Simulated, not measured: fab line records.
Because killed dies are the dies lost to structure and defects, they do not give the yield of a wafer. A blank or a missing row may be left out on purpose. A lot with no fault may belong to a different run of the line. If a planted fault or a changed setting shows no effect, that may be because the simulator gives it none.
Split-lot experiment || flow n5 finfet || 21 wafers read across 7 lots, on a route 1938 steps long

ABOUT THE SPLIT
At N5_GATE_CUT_ETCH_56 (etches TiN in Cl2/Ar, target depth 21.6 nm), the setting icp w was moved away from the recipe's 600 W on 6 of the 21 wafers read, by -15.4% to +12.3%. The other wafers ran this setting at the recipe's value.

Reading taken at the split's own step.

THE READING
etch.depth nm (the simulator's own value, which no gauge read), in nm, at N5_GATE_CUT_ETCH_56 (etches TiN in Cl2/Ar, target depth 21.6 nm). The file gives no usual value for it. Average 21.93 nm, standard deviation 0.23 nm, over the 15 wafers here run with the recipe.

{"wafer": "L074.2", "tool, chamber at the split": "rie metal-02, 0", "icp w as run, W": 600, "against the recipe": "recipe", "etch.depth nm, nm": 22.09, "against lot-mates on the recipe": "-"}
{"wafer": "L074.3", "tool, chamber at the split": "rie metal-02, 1", "icp w as run, W": 600, "against the recipe": "recipe", "etch.depth nm, nm": 22.28, "against lot-mates on the recipe": "-"}
{"wafer": "L074.4", "tool, chamber at the split": "rie metal-02, 0", "icp w as run, W": 661.4, "against the recipe": "+10.2%", "etch.depth nm, nm": 24.29, "against lot-mates on the recipe": "+2.10"}
{"wafer": "L076.1", "tool, chamber at the split": "rie metal-02, 0", "icp w as run, W": 600, "against the recipe": "recipe", "etch.depth nm, nm": 21.84, "against lot-mates on the recipe": "-"}
{"wafer": "L076.3", "tool, chamber at the split": "rie metal-02, 1", "icp w as run, W": 600, "against the recipe": "recipe", "etch.depth nm, nm": 22.25, "against lot-mates on the recipe": "-"}
{"wafer": "L076.6", "tool, chamber at the split": "rie metal-02, 0", "icp w as run, W": 600, "against the recipe": "recipe", "etch.depth nm, nm": 21.96, "against lot-mates on the recipe": "-"}
{"wafer": "L082.1", "tool, chamber at the split": "rie metal-02, 1", "icp w as run, W": 600, "against the recipe": "recipe", "etch.depth nm, nm": 22.09, "against lot-mates on the recipe": "-"}
{"wafer": "L082.4", "tool, chamber at the split": "rie metal-02, 1", "icp w as run, W": 600, "against the recipe": "recipe", "etch.depth nm, nm": 22.16, "against lot-mates on the recipe": "-"}
{"wafer": "L082.5", "tool, chamber at the split": "rie metal-02, 1", "icp w as run, W": 659.9, "against the recipe": "+10.0%", "etch.depth nm, nm": 23.85, "against lot-mates on the recipe": "+1.73"}
{"wafer": "L086.2", "tool, chamber at the split": "rie metal-01, 0", "icp w as run, W": 600, "against the recipe": "recipe", "etch.depth nm, nm": 21.92, "against lot-mates on the recipe": "-"}
{"wafer": "L086.5", "tool, chamber at the split": "rie metal-01, 1", "icp w as run, W": 507.7, "against the recipe": "-15.4%", "etch.depth nm, nm": 18.82, "against lot-mates on the recipe": -3.11}
{"wafer": "L086.6", "tool, chamber at the split": "rie metal-01, 0", "icp w as run, W": 600, "against the recipe": "recipe", "etch.depth nm, nm": 21.93, "against lot-mates on the recipe": "-"}
{"wafer": "L094.2", "tool, chamber at the split": "rie metal-03, 0", "icp w as run, W": 673.6, "against the recipe": "+12.3%", "etch.depth nm, nm": 24.04, "against lot-mates on the recipe": "no lot-mate on the recipe"}
{"wafer": "L094.3", "tool, chamber at the split": "rie metal-03, 1", "icp w as run, W": 673.6, "against the recipe": "+12.3%", "etch.depth nm, nm": 23.58, "against lot-mates on the recipe": "no lot-mate on the recipe"}
{"wafer": "L094.4", "tool, chamber at the split": "rie metal-03, 0", "icp w as run, W": 673.6, "against the recipe": "+12.3%", "etch.depth nm, nm": 24.23, "against lot-mates on the recipe": "no lot-mate on the recipe"}
{"wafer": "L095.2", "tool, chamber at the split": "rie metal-01, 1", "icp w as run, W": 600, "against the recipe": "recipe", "etch.depth nm, nm": 21.56, "against lot-mates on the recipe": "-"}
{"wafer": "L095.4", "tool, chamber at the split": "rie metal-01, 1", "icp w as run, W": 600, "against the recipe": "recipe", "etch.depth nm, nm": 21.63, "against lot-mates on the recipe": "-"}
{"wafer": "L095.5", "tool, chamber at the split": "rie metal-01, 0", "icp w as run, W": 600, "against the recipe": "recipe", "etch.depth nm, nm": 22.04, "against lot-mates on the recipe": "-"}
{"wafer": "L097.1", "tool, chamber at the split": "rie metal-01, 1", "icp w as run, W": 600, "against the recipe": "recipe", "etch.depth nm, nm": 21.55, "against lot-mates on the recipe": "-"}
{"wafer": "L097.3", "tool, chamber at the split": "rie metal-01, 1", "icp w as run, W": 600, "against the recipe": "recipe", "etch.depth nm, nm": 21.67, "against lot-mates on the recipe": "-"}
{"wafer": "L097.6", "tool, chamber at the split": "rie metal-01, 0", "icp w as run, W": 600, "against the recipe": "recipe", "etch.depth nm, nm": 21.97, "against lot-mates on the recipe": "-"}

THE FIT
A straight line over all 21 wafers: etch.depth nm changes by +0.187 nm for each +1% of icp w; r = +0.97; the points scatter about the line by 0.28 nm.
The same after taking each lot's own level away (the mean of its wafers on the recipe; 18 wafers): +0.196 nm for each +1%; r = +0.99; scatter 0.16 nm.
The reading moves by 3 nm for the largest change in icp w, on that fit.
The span of the lots' own levels, 21.730 to 22.185 nm, comes to 2.0 times the standard deviation stated above.
The two slopes are in agreement: the lot-to-lot level therefore moves the slope only a little.
Check: with one of the wafers moved furthest among these (-15.4%) left out of the fit, the line predicts -2.92 nm for it against its lot-mates. It came out at -3.11 nm against them.

THESE WAFERS: OTHER SPLITS
These wafers also went through other splits before the reading. Each is held against what the fit with the lots' levels taken away leaves over:
{"other split on the same wafers": "N5_HKMG_FIN_HK_ALD_01 ald cycles", "wafers away from the commonest value": 7, "r with etch.depth nm (lot level and that fit taken away)": -0.03}
{"other split on the same wafers": "N5_HKMG_FIN_COAT_43 spin rpm", "wafers away from the commonest value": 6, "r with etch.depth nm (lot level and that fit taken away)": -0.40}

FILE'S OWN FIT
etch.depth nm changes by +0.196 nm for each +1% of icp w, r = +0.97.
